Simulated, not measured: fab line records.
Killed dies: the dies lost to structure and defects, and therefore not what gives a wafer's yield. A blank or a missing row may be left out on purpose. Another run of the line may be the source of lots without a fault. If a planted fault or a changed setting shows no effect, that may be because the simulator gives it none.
Chamber matching    flow nand_harc    4 sister chambers for NHARC_A_WL_FILL_ALD_02 on ald_metal-04
The step deposits TiN, target thk 2 nm, pulse time 3 s, ald cycles 100. 4 wafers are shown with their chamber, then 8 later ones without.

WAFERS WITH THEIR CHAMBER
wafer   chamber  heater_power_w (W)
L087.5  1        1020
L085.5  2        1046
L085.6  3        1119
L090.2  0        1177

WAFERS WITHOUT THEIR CHAMBER
wafer   heater_power_w (W)
L090.4  1102
L090.5  1212
L089.1  1194
L089.3  1055
L089.6  1019
L096.2  1191
L096.3  1106
L096.5  1038

WHICH CHAMBER EACH WENT THROUGH
wafer   from the rows above      in truth
L090.4  3                        3
L090.5  0                        0
L089.1  0                        0
L089.3  can't be placed: 2 or 1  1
L089.6  can't be placed: 1 or 2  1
L096.2  0                        0
L096.3  3                        3
L096.5  can't be placed: 2 or 1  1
Placed correctly: 5 of 8. Not placeable from these rows: 3 (in 3, the candidates include the true chamber). Wrongly placed: 0.
How it was worked out, from the rows above alone: a wafer's distance from a chamber is the root of the sum, over the readings, of the square of ((its reading less the chamber's mean) divided by the reading's scatter). The wafer belongs to the nearest chamber; if the next one is less than 2 further off, it can't be placed. For every chamber, the mean is computed from those of its wafers that are shown. The scatter: with one shown wafer a chamber, the root of the mean of the squares of how far each hidden wafer lies from its nearest shown one.
